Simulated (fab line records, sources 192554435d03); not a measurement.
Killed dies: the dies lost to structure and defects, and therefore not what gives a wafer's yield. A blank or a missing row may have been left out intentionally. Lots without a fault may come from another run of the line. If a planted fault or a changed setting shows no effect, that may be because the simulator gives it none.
Matching of chambers + flow n5_finfet + N5_BEOL_M7_STRIP_19 on rie_diel-02 has 4 sister chambers
The step strips in O2. 16 wafers are shown with their chamber, then 8 later ones without.

## WAFERS, EACH WITH ITS CHAMBER
| wafer  | chamber | showerhead_plenum_p_Torr (Torr) | throttle_valve_pct (%) | drypump_motor_current_A (A) |
|--------|---------|---------------------------------|------------------------|-----------------------------|
| L075.3 | 1       | 2.20                            | 16.40                  | 5.4                         |
| L075.5 | 3       | 1.96                            | 16.75                  | 5.7                         |
| L075.6 | 0       | 2.02                            | 16.54                  | 5.5                         |
| L083.2 | 1       | 2.20                            | 16.42                  | 5.4                         |
| L083.5 | 0       | 2.02                            | 16.55                  | 5.5                         |
| L083.6 | 3       | 1.96                            | 16.76                  | 5.6                         |
| L082.2 | 3       | 1.96                            | 16.78                  | 5.7                         |
| L082.4 | 2       | 2.09                            | 16.80                  | 5.5                         |
| L082.5 | 1       | 2.20                            | 16.42                  | 5.4                         |
| L080.1 | 0       | 2.02                            | 16.57                  | 5.5                         |
| L080.3 | 1       | 2.20                            | 16.44                  | 5.4                         |
| L080.6 | 0       | 2.02                            | 16.57                  | 5.5                         |
| L084.1 | 1       | 2.20                            | 16.44                  | 5.4                         |
| L084.4 | 3       | 1.95                            | 16.78                  | 5.7                         |
| L084.6 | 2       | 2.09                            | 16.81                  | 5.5                         |
| L088.1 | 2       | 2.08                            | 16.84                  | 5.5                         |

SIGNATURES (averages over the wafers above)
| reading                  | chamber 0 | chamber 1 | chamber 2 | chamber 3 | scatter within a chamber |
|--------------------------|-----------|-----------|-----------|-----------|--------------------------|
| showerhead_plenum_p_Torr | 2.0200    | 2.2000    | 2.0867    | 1.9575    | 0.00344                  |
| throttle_valve_pct       | 16.5575   | 16.4240   | 16.8167   | 16.7675   | 0.0167                   |
| drypump_motor_current_A  | 5.500     | 5.400     | 5.500     | 5.675     | 0.025                    |
Rule: distance of a wafer from a chamber = root of the sum over the readings of ((wafer's reading minus chamber's mean) / reading's scatter) squared. If the next closest chamber is less than 2 further off than the closest, the wafer can't be placed; otherwise it belongs to the closest. The scatter: take each reading less its chamber's mean, square it, sum over the shown wafers, divide by the number of wafers less the number of chambers, and take the root.

## WAFERS WITHOUT THEIR CHAMBER
| wafer  | showerhead_plenum_p_Torr (Torr) | throttle_valve_pct (%) | drypump_motor_current_A (A) |
|--------|---------------------------------|------------------------|-----------------------------|
| L088.2 | 2.19                            | 16.47                  | 5.4                         |
| L088.6 | 2.02                            | 16.58                  | 5.5                         |
| L092.1 | 2.01                            | 16.60                  | 5.5                         |
| L092.3 | 1.95                            | 16.82                  | 5.7                         |
| L092.5 | 1.95                            | 16.81                  | 5.7                         |
| L095.2 | 2.19                            | 16.49                  | 5.4                         |
| L095.4 | 2.01                            | 16.63                  | 5.5                         |
| L095.5 | 2.01                            | 16.62                  | 5.5                         |

## WHICH CHAMBER EACH WENT THROUGH
| wafer  | from the rows above | in truth |
|--------|---------------------|----------|
| L088.2 | 1                   | 1        |
| L088.6 | 0                   | 0        |
| L092.1 | 0                   | 0        |
| L092.3 | 3                   | 3        |
| L092.5 | 3                   | 3        |
| L095.2 | 1                   | 1        |
| L095.4 | 0                   | 0        |
| L095.5 | 0                   | 0        |
Placed correctly: 8 of 8. Number that these rows cannot place: 0. Wrongly placed: 0.
